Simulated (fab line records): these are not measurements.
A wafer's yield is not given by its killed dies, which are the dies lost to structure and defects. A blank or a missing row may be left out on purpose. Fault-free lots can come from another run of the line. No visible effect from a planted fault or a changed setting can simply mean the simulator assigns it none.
A struck lot beside a sound one	flow n5_finfet	14 steps out of a route of 1938
Sound: the wafers L236.1, L236.2, L236.6. Wafers L241.1, L241.3, L241.5 were the ones struck. The cause comes at the end.
Per side, at each step with rows, come the tool, then ch with its chambers, and then its first start. Under that, the readings that differ: sound wafers	struck wafers	difference of the means	sigmas: that difference in standard deviations of wafers without a fault.
alike: a reading whose means differ by less than 2 such deviations, as well as words and numbers matching on both sides. not compared: withheld readings; readings where some wafer has no value; bounds like >300 that might hide an equal value; numbers whose values overlap and for which the record gives no deviation.
The two part at a step that has a row with sigmas, a row that says differs or no value, or rows on one side only. Numbers that have no deviation but don't overlap get no sigmas and don't part them. A reading that every wafer of one side lacks parts them only if that side has two wafers or more.

first, 9 steps without rows for these wafers: N5_BEOL_M1_EXPOSE_08 (exposes mask M1); N5_BEOL_M1_PEB_09 (peb time 60 s); N5_BEOL_M1_DEVELOP_10 (develop time 30 s); N5_BEOL_M1_DESCUM_16 (chemistry O2, time 7 s); N5_BEOL_M1_ETCH_74 (etches underlayer in N2/H2, target depth 6.5 nm, time 5.2 s); N5_BEOL_M1_ETCH_63 (etches SiARC in CF4, target depth 15.6 nm, time 26 s); N5_BEOL_M1_ETCH_64 (etches SOC in N2/H2, target depth 75 nm, overetch 15 nm, time 112.5 s); N5_BEOL_M1_STRIP_65 (strips in N2/H2); N5_BEOL_M1_STRIP_75 (strips in N2/H2).
N5_BEOL_M1_STRIP_66: strips in CF4.
  sound on rie_diel-01 ch 1,3, day 7 15:10; struck on rie_diel-01 ch 1,2, day 8 18:49
  no value came back on the struck wafers for any of 7 readings (bias_power_w (W), cf4_flow_sccm (sccm) and others); on the sound wafers bias_power_w (W) reads 74.82 74.81 75.08
reading	sound	struck	difference	sigmas
model.SiARC_of_BEOL_M1_COAT_62.thk_nm (nm)	0 0 0	6.6 6.8 6.6	+6.7	
  not compared: rf_hours_counter_h
N5_BEOL_M1_HM_OPEN_17: chemistry Cl2/BCl3, target TiN, target depth 20 nm, overetch 6 nm.
  sound on rie_metal-02 ch 0,1, day 7 15:12; struck on rie_metal-01 ch 0,1, day 8 18:51
reading	sound	struck	difference	sigmas
model.SiARC_of_BEOL_M1_COAT_62.thk_nm (nm)	0 0 0	0.2 0.2 0.4	+0.3	
  alike: drypump_motor_current_A, he_backside_leak_sccm, oes_ar_750_au, oes_product_au, throttle_valve_pct
  not compared: rf_hours_counter_h
then, 1 step without rows for these wafers: N5_BEOL_M1_STRIP_19 (strips in O2).
-- here the record skips 2 days between the struck wafers' starts before and after, leaving off in module BEOL_M1 and picking up in module BEOL_M4 (first step shown: number 1111 of the route) --
N5_BEOL_M4_RC_MEAS_101:
  sound on prober-02 ch 0, day 9 22:19; struck on prober-02 ch 0, day 11 04:40
reading	sound	struck	difference	sigmas
DIBL_N (mV/V)	40.1 38.9 39.9	33.7 34.3 36.1	-4.9	-3
DIBL_P (mV/V)	40.3 38.8 39.2	32.9 34.1 36.2	-5.0	-2
IOFF_N (nA/um)	0.224 0.185 0.214	0.126 0.144 0.171	-0.061	-2
  alike: IOFF_P, ION_N, ION_P, SS_N, SS_P, VT_N, VT_P
-- the record jumps here: 5 days lie between the struck wafers' starts before and after (it left off in module BEOL_M4 and takes up again in module PASSIVATION, whose first step shown is number 1936 of the route) --
N5_PASSIVATION_PROBE_49:
  sound: prober-01 at day 14 05:02; struck: prober-02 at day 15 20:33
  alike: defect_limited_yield, killed_at_M0_to_M3, killed_at_M4_up, killed_at_contacts, killed_at_front_end, killed_at_other, killed_dies, killed_open, killed_short, sort_bin_5_function, sort_bin_6_memory, sort_bin_8_speed, sort_n_pass

WHERE THEY PART
Last at N5_BEOL_M4_RC_MEAS_101 as far as this record goes, first at N5_BEOL_M1_STRIP_66. Later steps at which nothing parts them and some readings are alike: N5_PASSIVATION_PROBE_49.

WHY: whatever the simulator had introduced
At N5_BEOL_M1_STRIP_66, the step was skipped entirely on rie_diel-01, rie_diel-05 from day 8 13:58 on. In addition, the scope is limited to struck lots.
